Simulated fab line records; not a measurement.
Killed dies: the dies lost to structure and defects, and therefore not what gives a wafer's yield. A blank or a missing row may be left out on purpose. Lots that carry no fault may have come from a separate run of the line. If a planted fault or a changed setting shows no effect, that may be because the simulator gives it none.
Chamber matching :: flow nand_harc :: NHARC_A_STAIRCASE_ALD_420 on ald_hk-02: 4 sister chambers
The step deposits SiO2, target thk 20 nm, pulse time 6 s, ald cycles 200. 16 wafers are shown with their chamber, then 8 later ones without.

## EACH WAFER AND ITS CHAMBER
wafer: L076.2
chamber: 0
heater_power_w (W): 460
precursor_pulse_height_rel: 1.007

wafer: L076.3
chamber: 1
heater_power_w (W): 475
precursor_pulse_height_rel: 1.025

wafer: L076.6
chamber: 0
heater_power_w (W): 464
precursor_pulse_height_rel: 1.019

wafer: L079.3
chamber: 3
heater_power_w (W): 401
precursor_pulse_height_rel: 0.978

wafer: L079.4
chamber: 0
heater_power_w (W): 450
precursor_pulse_height_rel: 0.980

wafer: L079.6
chamber: 1
heater_power_w (W): 493
precursor_pulse_height_rel: 1.025

wafer: L081.1
chamber: 0
heater_power_w (W): 446
precursor_pulse_height_rel: 1.004

wafer: L081.2
chamber: 3
heater_power_w (W): 405
precursor_pulse_height_rel: 1.039

wafer: L081.5
chamber: 2
heater_power_w (W): 510
precursor_pulse_height_rel: 0.996

wafer: L087.1
chamber: 2
heater_power_w (W): 516
precursor_pulse_height_rel: 1.006

wafer: L087.3
chamber: 0
heater_power_w (W): 435
precursor_pulse_height_rel: 0.991

wafer: L087.5
chamber: 1
heater_power_w (W): 496
precursor_pulse_height_rel: 0.978

wafer: L091.2
chamber: 0
heater_power_w (W): 445
precursor_pulse_height_rel: 1.010

wafer: L091.3
chamber: 1
heater_power_w (W): 508
precursor_pulse_height_rel: 1.002

wafer: L091.6
chamber: 3
heater_power_w (W): 414
precursor_pulse_height_rel: 0.974

wafer: L090.1
chamber: 1
heater_power_w (W): 489
precursor_pulse_height_rel: 1.022

SIGNATURES (means of the wafers above)
reading: heater_power_w
chamber 0: 450.00
chamber 1: 492.20
chamber 2: 513.00
chamber 3: 406.67
scatter within a chamber: 10.2

reading: precursor_pulse_height_rel
chamber 0: 1.00183
chamber 1: 1.01040
chamber 2: 1.00100
chamber 3: 0.99700
scatter within a chamber: 0.0212
Rule: for a wafer and a chamber, the distance is found by dividing, reading by reading, the gap between the wafer's reading and the chamber's mean by the reading's scatter, squaring, summing and taking the root. If the next closest chamber is less than 2 further off than the closest, the wafer can't be placed; otherwise it belongs to the closest. The scatter: take each reading less its chamber's mean, square it, sum over the shown wafers, divide by the number of wafers less the number of chambers, and take the root.

## WAFERS MISSING THEIR CHAMBER
wafer: L090.2
heater_power_w (W): 507
precursor_pulse_height_rel: 1.012

wafer: L090.6
heater_power_w (W): 450
precursor_pulse_height_rel: 0.991

wafer: L094.1
heater_power_w (W): 525
precursor_pulse_height_rel: 0.974

wafer: L094.2
heater_power_w (W): 495
precursor_pulse_height_rel: 0.996

wafer: L094.4
heater_power_w (W): 399
precursor_pulse_height_rel: 1.006

wafer: L096.1
heater_power_w (W): 505
precursor_pulse_height_rel: 1.006

wafer: L096.3
heater_power_w (W): 505
precursor_pulse_height_rel: 1.010

wafer: L096.4
heater_power_w (W): 401
precursor_pulse_height_rel: 0.976

## WHICH CHAMBER EACH WENT THROUGH
wafer: L090.2
from the rows above: can't be placed: 2 or 1
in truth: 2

wafer: L090.6
from the rows above: 0
in truth: 0

wafer: L094.1
from the rows above: can't be placed: 2 or 1
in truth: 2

wafer: L094.2
from the rows above: can't be placed: 1 or 2
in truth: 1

wafer: L094.4
from the rows above: 3
in truth: 3

wafer: L096.1
from the rows above: can't be placed: 2 or 1
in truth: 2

wafer: L096.3
from the rows above: can't be placed: 2 or 1
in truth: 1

wafer: L096.4
from the rows above: 3
in truth: 3
Correct placement for 3 of the 8. These rows do not allow placing 5 (true chamber among the candidates in 5). Number placed wrongly: 0.
